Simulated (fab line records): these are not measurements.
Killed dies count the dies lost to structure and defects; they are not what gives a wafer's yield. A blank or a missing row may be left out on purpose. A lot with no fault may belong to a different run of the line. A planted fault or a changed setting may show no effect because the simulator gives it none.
fab line records	flow nand_harc
record lots=13	wafers=39	last_day=24
route steps=1159 shown A_CONTACT@905 A_BONDPAD@1072 THIN_TSV@1124 END@1159
lots untouched by any fault: they come from a run of this same line in which no faults occurred
start_h: hours from the record's opening day to when the first of the lot's shown wafers began	wait_h: hours elapsed since this lot's preceding step	" repeats the value in the row above	L1.1+2: several wafers, shown together as one row	- no value, or no start was given	* or withheld: withheld	< > ~ a bound
route shown NAME@n: a module of which the file shows steps, and the number in the route of the first	usual: mean/standard deviation of fault-free wafers	same: alike in all rows	chamber/n: place in a boat	sites: each site's reading	_std_site: standard deviation of those values	_edge_site: mean of outer sites minus mean of inner sites	radius_mm: for every site, how far away it sits from the centre of the wafer	mask NAME#n: copy n	behind: the tool/chamber that last shaped the wafer	hold: why the lot went on hold/how many hours it stayed there/how the hold came to an end	device: which transistor (n, p or np) failed to switch	end of line: tests of these same wafers at the route's end	where a step has no rows: the recipe by itself	killed: dies that structure and defects cost at the first sort, which is not the same as the wafer's yield	map: dies across one wafer; x = killed, . = not, _ = none there
set.NAME: the setting the step ran with; set.NAME@STEP: the setting that earlier step ran with	model.NAME: the simulator's own value behind a step, which no gauge read
one table for each step of the route and one row for each wafer, over a sample of lots
services: the hour from which a tool's chamber was out of use, counted from the record's first day as start_h (under 0 if before that day), plus the number of hours and why
## steps
# step NHARC_A_CONTACT_ETCH_125
# recipe source_w=withheld	pressure_mtorr=20	bias_v=1200	time_s=155	target_depth_a=9560	ar_flow_sccm=withheld	c4f8_flow_sccm=withheld	o2_flow_sccm=withheld	chemistry=C4F8/O2/Ar
lot.wafer	tool	chamber	start_h	wait_h	rf_hours_counter_h
L834.1	har_cap_etch-01	0	378.73	0.2	56
L834.2	"	1	"	"	56
L834.3	"	0	"	"	-
L837.1	har_cap_etch-03	1	387.06	0.2	86
L837.3	"	0	"	"	-
L837.6	"	0	"	"	-
L839.1	har_cap_etch-02	0	387.87	0.2	14
L839.2	"	1	"	"	14
L839.6	"	1	"	"	-
L836.1	har_cap_etch-03	1	391.80	0.2	87
L836.4	"	0	"	"	-
L836.6	"	0	"	"	-
L838.1	har_cap_etch-02	0	393.53	0.2	15
L838.3	"	0	"	"	-
L838.6	"	0	"	"	-
L841.2	har_cap_etch-01	0	411.36	0.2	62
L841.4	"	1	"	"	-
L841.3	"	0	"	"	-
L840.1	har_cap_etch-02	0	420.34	0.2	18
L840.3	"	0	"	"	-
L840.4	"	1	"	"	-
L842.1	har_cap_etch-02	0	435.94	0.2	20
L842.3	"	0	"	"	-
L842.5	"	1	"	"	-
L847.4	har_cap_etch-03	0	453.55	0.1	-
L847.5	"	1	"	"	-
L847.6	"	0	"	"	-
L849.3	har_cap_etch-03	0	464.36	0.1	-
L849.6	"	1	"	"	-
L849.5	"	0	"	"	-
L853.2	har_cap_etch-02	0	488.93	0.2	30
L853.3	"	0	"	"	-
L853.6	"	0	"	"	-
L856.4	har_cap_etch-01	0	505.61	0.1	-
L856.5	"	0	"	"	-
L856.6	"	1	"	"	-
L855.1	har_cap_etch-01	1	509.26	0.2	78
L855.2	"	0	"	"	78
L855.4	"	0	"	"	-
# step NHARC_A_BONDPAD_CD_MEAS_09
# recipe target_cd_nm=500	landing_energy_ev=500
# usual cd_nm=500.9/1.7
lot.wafer	tool	chamber	start_h	wait_h	cd_nm
L834.1	cd_sem-02	0	405.01	-	499.0
L834.2	"	0	"	"	500.2
L834.3	"	0	"	"	498.6
L837.1	cd_sem-03	0	416.80	-	503.6
L837.3	"	0	"	"	502.7
L837.6	"	0	"	"	499.9
L839.1	cd_sem-01	0	417.45	-	499.3
L839.2	"	0	"	"	497.9
L839.6	"	0	"	"	497.8
L838.1	cd_sem-03	0	421.17	-	501.2
L838.3	"	0	"	"	498.1
L838.6	"	0	"	"	500.3
L836.1	cd_sem-02	0	421.52	-	498.1
L836.4	"	0	"	"	501.5
L836.6	"	0	"	"	502.9
L841.2	cd_sem-02	0	438.94	-	499.0
L841.3	"	0	"	"	501.5
L841.4	"	0	"	"	502.9
L840.1	cd_sem-01	0	444.98	-	503.8
L840.3	"	0	"	"	502.2
L840.4	"	0	"	"	501.7
L842.1	cd_sem-01	0	463.07	-	500.6
L842.3	"	0	"	"	503.1
L842.5	"	0	"	"	503.6
L847.4	cd_sem-03	0	482.84	-	500.4
L847.5	"	0	"	"	501.7
L847.6	"	0	"	"	500.6
L849.3	cd_sem-03	0	496.65	-	499.0
L849.5	"	0	"	"	500.9
L849.6	"	0	"	"	499.1
L853.2	cd_sem-02	0	517.89	-	500.6
L853.3	"	0	"	"	500.2
L853.6	"	0	"	"	499.1
L856.4	cd_sem-02	0	533.90	-	503.0
L856.5	"	0	"	"	502.5
L856.6	"	0	"	"	500.6
L855.1	cd_sem-03	0	534.98	-	501.3
L855.2	"	0	"	"	500.3
L855.4	"	0	"	"	499.0
# step NHARC_A_BONDPAD_STRIP_15
# recipe o2_flow_sccm=500	ar_flow_sccm=0	bias_w=0	chemistry=O2
# usual drypump_motor_current_A=5.6/0.46	oes_product_au=0.996/0.0098	rf_vpp_V=57.7/0.93	showerhead_plenum_p_Torr=3.49/0.17	throttle_valve_pct=17.036/0.0084
lot.wafer	tool	chamber	start_h	wait_h	drypump_motor_current_A	oes_product_au	rf_hours_counter_h	rf_vpp_V	showerhead_plenum_p_Torr	throttle_valve_pct
L834.2	rie_diel-03	3	405.62	0.1	5.3	0.995	1	58.7	3.81	17.028
L834.3	"	0	"	"	5.5	0.992	1	57.1	3.53	17.026
L834.1	"	2	"	"	5.7	0.985	1	57.1	3.72	17.030
L837.1	rie_diel-06	2	417.45	0.1	6.1	0.995	6	57.0	3.30	17.045
L837.3	"	1	"	"	4.8	0.996	7	57.6	3.31	17.047
L837.6	"	0	"	"	5.5	1.010	-	58.7	3.53	17.040
L839.1	rie_diel-06	1	418.08	0.1	4.8	0.998	7	58.6	3.31	17.029
L839.2	"	3	"	"	5.7	1.011	7	59.0	3.64	17.041
L839.6	"	2	"	"	6.1	1.011	-	59.2	3.30	17.044
L838.3	rie_diel-03	3	421.78	0.1	5.3	1.004	4	58.8	3.81	17.025
L838.1	"	0	"	"	5.6	0.994	4	56.9	3.53	17.045
L838.6	"	3	"	"	5.3	0.993	-	58.0	3.81	17.050
L836.4	rie_diel-05	1	422.20	0.1	5.6	1.004	30	56.0	3.36	17.035
L836.1	"	3	"	"	5.3	1.009	31	57.7	3.58	17.023
L836.6	"	1	"	"	5.6	1.006	-	57.6	3.36	17.042
L841.4	rie_diel-06	3	439.53	0.1	5.8	1.000	0	57.5	3.64	17.035
L841.2	"	0	"	"	5.5	0.998	0	57.8	3.53	17.021
L841.3	"	1	"	"	4.8	0.988	0	56.3	3.31	17.042
L840.3	rie_diel-03	1	445.60	0.1	6.4	0.975	7	56.3	3.30	17.039
L840.4	"	2	"	"	5.7	0.990	7	56.9	3.72	17.045
L840.1	"	3	"	"	5.3	1.015	8	58.8	3.80	17.039
L842.1	rie_diel-06	1	463.70	0.1	4.8	1.001	1	57.7	3.31	17.045
L842.3	"	3	"	"	5.8	1.008	1	59.6	3.64	17.030
L842.5	"	0	"	"	5.5	1.010	-	58.8	3.53	17.053
L847.4	rie_diel-06	0	483.44	0.1	5.5	0.999	2	58.8	3.52	17.039
L847.5	"	0	"	"	5.5	0.997	-	57.4	3.52	17.031
L847.6	"	1	"	"	4.8	0.996	-	57.6	3.31	17.037
L849.3	rie_diel-06	2	497.30	0.1	6.0	0.999	2	56.1	3.30	17.021
L849.5	"	3	"	"	5.8	1.005	-	57.4	3.64	17.034
L849.6	"	0	"	"	5.4	1.005	-	57.2	3.52	17.040
L853.2	rie_diel-06	0	518.69	0.1	5.5	1.004	4	56.9	3.52	17.033
L853.3	"	3	"	"	5.8	1.000	3	58.9	3.64	17.028
L853.6	"	0	"	"	5.4	0.994	-	56.8	3.52	17.047
L856.4	rie_diel-03	2	534.56	0.1	5.8	0.992	24	58.2	3.71	17.039
L856.6	"	3	"	"	5.3	1.005	-	59.5	3.79	17.026
L856.5	"	0	"	"	5.6	0.979	-	57.1	3.52	17.030
L855.2	rie_diel-06	1	535.58	0.1	4.8	1.007	4	57.6	3.31	17.038
L855.4	"	2	"	"	6.0	0.993	3	57.6	3.30	17.042
L855.1	"	3	"	"	5.8	0.989	4	58.9	3.63	17.024
# step NHARC_THIN_TSV_DEP_47
# recipe target_thk_a=2000	temp_c=withheld	pressure_torr=6.5	rf_w=900	teos_flow_sccm=161.4	flow_sccm=2650	target_thk_nm=200	gas=O2	material=SiO2
# usual showerhead_vpp_V=1809/86	throttle_valve_pct=16.1/0.41
lot.wafer	tool	chamber	start_h	wait_h	showerhead_vpp_V	throttle_valve_pct
L834.3	pecvd-02	1	423.51	-	1736	16.1
L834.1	"	2	"	"	1882	16.6
L834.2	"	0	"	"	1688	15.8
L839.2	pecvd-03	2	435.06	-	1972	16.2
L839.1	"	0	"	"	1767	16.8
L839.6	"	2	"	"	1977	16.1
L837.3	pecvd-04	1	436.03	-	1820	15.3
L837.1	"	0	"	"	1752	15.7
L837.6	"	1	"	"	1780	15.2
L838.3	pecvd-04	2	437.23	-	1857	16.4
L838.1	"	1	"	"	1795	15.4
L838.6	"	1	"	"	1809	15.4
L836.1	pecvd-02	0	441.46	-	1642	16.0
L836.4	"	2	"	"	1872	16.6
L836.6	"	1	"	"	1724	16.2
L841.2	pecvd-03	0	457.17	-	1765	16.6
L841.3	"	1	"	"	1875	16.3
L841.4	"	0	"	"	1783	17.0
L840.1	pecvd-02	0	462.44	-	1684	16.0
L840.3	"	2	"	"	1899	17.0
L840.4	"	2	"	"	1887	16.7
L842.3	pecvd-02	0	483.36	-	1654	15.8
L842.1	"	1	"	"	1746	16.1
L842.5	"	0	"	"	1687	16.0
L847.4	pecvd-04	2	499.60	-	1825	16.4
L847.5	"	0	"	"	1738	15.8
L847.6	"	1	"	"	1799	15.6
L849.3	pecvd-04	1	516.46	-	1795	15.4
L849.6	"	1	"	"	1782	15.6
L849.5	"	2	"	"	1848	16.7
L853.3	pecvd-02	2	539.25	-	1900	16.3
L853.2	"	1	"	"	1726	16.2
L853.6	"	2	"	"	1866	15.9
L856.5	pecvd-02	1	549.06	-	1758	16.4
L856.4	"	2	"	"	1862	16.0
L856.6	"	0	"	"	1641	16.1
L855.1	pecvd-04	2	554.10	-	1835	16.8
L855.2	"	1	"	"	1772	15.5
L855.4	"	1	"	"	1814	15.5
# step NHARC_END_SORT_01
# recipe temp_c=25
# usual killed_at_array=25/9.2	killed_at_other=0.9/1.3	killed_at_periphery=3.3/2.3	killed_dies=29/9.6	killed_open=3.2/1.8	killed_short=2/1.4
# same gross_dies=677
lot.wafer	tool	chamber	start_h	wait_h	killed_at_array	killed_at_other	killed_at_periphery	killed_dies	killed_open	killed_short
L847.4	prober-01	0	514.67	3.4	20	0	3	23	6	2
L847.5	prober-01	0	515.48	3.7	96	0	1	97	3	3
L847.6	prober-01	0	516.29	4.1	20	0	1	21	3	0
L849.3	prober-01	0	531.11	3.1	12	4	4	20	9	1
L849.5	prober-01	0	532.71	3.7	10	1	4	15	2	2
L849.6	prober-01	0	533.52	4.0	91	4	3	98	4	2
# killed by level:class
L847.4 A_CONTACT:chamber_film_flake=9 A_STAIRCASE:chamber_film_flake=3 P_CONTACT:geometric_particle:open=2 A_CONTACT:geometric_particle:open=2 P_M0:geometric_particle:open=1 A_SGD_CUT:geometric_particle:short=1 A_BLC:geometric_particle:short=1 A_M0:geometric_particle:open=1
L847.5 A_CONTACT:unspecified=78 A_STAIRCASE:chamber_film_flake=5 A_CHANNEL_HOLE_D1:chamber_film_flake=4 A_CONTACT:geometric_particle:open=3 A_CONTACT:chamber_film_flake=2 P_M0:geometric_particle:short=1 A_CHANNEL_HOLE_D1:geometric_particle:short=1 A_CHANNEL_FILL_D1:geometric_particle:short=1
L847.6 A_CONTACT:chamber_film_flake=7 A_SGD_CUT:chamber_film_flake=4 A_CHANNEL_HOLE_D1:chamber_film_flake=3 A_STAIRCASE:chamber_film_flake=3 P_CONTACT:geometric_particle:open=1 A_ONON_D1:geometric_particle:open=1 A_CHANNEL_FILL_D1:geometric_particle:open=1 A_WL_FILL:chamber_film_flake=1
L849.3 THIN_TSV:chamber_film_flake=3 A_CONTACT:geometric_particle:open=2 A_CHANNEL_HOLE_D1:chamber_film_flake=2 A_CONTACT:chamber_film_flake=2 P_CONTACT:geometric_particle:open=1 P_M0:geometric_particle:open=1 A_SOURCE_PLATE:geometric_particle:open=1 A_CHANNEL_FILL_D1:geometric_particle:open=1
L849.5 A_CHANNEL_HOLE_D1:chamber_film_flake=6 P_M1:geometric_particle:open=1 P_M2:geometric_particle:open=1 P_M2:geometric_particle:short=1 A_WL_FILL:geometric_particle:short=1 P_STI:chamber_film_flake=1 A_STAIRCASE:chamber_film_flake=1 A_CONTACT:chamber_film_flake=1
L849.6 A_CONTACT:unspecified=80 THIN_TSV:chamber_film_flake=4 A_WL_FILL:geometric_particle:open=2 A_CHANNEL_HOLE_D1:chamber_film_flake=2 A_CHANNEL_FILL_D1:chamber_film_flake=2 P_GATE:geometric_particle:short=1 P_GATE:geometric_particle:open=1 A_WL_FILL:geometric_particle:short=1
## services
tool	chamber	start_h	hours	kind
rie_diel-06	2	359.52	9.2	repair
pecvd-04	-	366.98	0.5	repair
rie_diel-06	0	372.80	-	clean
rie_diel-06	1	372.80	-	clean
rie_diel-06	2	372.80	-	clean
rie_diel-06	3	372.80	-	clean
pecvd-04	-	376.70	13.0	pm
rie_diel-06	-	379.23	0.7	repair
rie_diel-03	-	392.30	9.0	pm
rie_diel-06	3	393.27	5.8	repair
rie_diel-06	0	397.30	-	clean
rie_diel-06	1	397.30	-	clean
rie_diel-06	2	397.30	-	clean
rie_diel-06	3	414.76	2.9	repair
rie_diel-06	-	418.33	9.0	pm
rie_diel-06	-	429.95	0.6	repair
pecvd-02	2	447.01	11.5	repair
pecvd-03	-	473.29	13.0	pm
har_cap_etch-03	-	496.44	0.7	repair
rie_diel-03	0	507.85	12.3	repair
pecvd-02	-	515.39	13.0	pm
rie_diel-05	-	517.68	9.0	pm
rie_diel-06	0	541.88	11.7	repair
har_cap_etch-03	-	545.00	17.0	pm
## key
first_sign step=NHARC_END_SORT_01	reading=killed_at_array	direction=up	sigmas=7.4	usual=25	struck=94
effect step=NHARC_END_SORT_01	reading=killed_dies	direction=up	sigmas=7.1	usual=29	struck=98
more_kills_born_at NHARC_A_CONTACT_ETCH_125@har_cap_etch-03=157
met_at NHARC_A_CONTACT_ETCH_125
struck_lots L847,L849
struck_wafers L847.5,L849.6
tester_left_out L847,L849
not_acting_at NHARC_A_BONDPAD_CD_MEAS_09,NHARC_A_BONDPAD_STRIP_15,NHARC_THIN_TSV_DEP_47
onset_between 391.80 453.55
fault kind=chamber_particle_source	tool=har_cap_etch-03	chamber=1	onset_h=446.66	steps=NHARC_A_CONTACT_ETCH_125	rate_per_visit_cm2=0.63137	end_h=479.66
# tester_left_out: of these lots the tester's yield and bins aren't shown, on N5 and GAA mostly nor the transistor test; their killed dies are dies lost to structure and defects alone, not to doping, threshold or leakage, so they don't give the yield
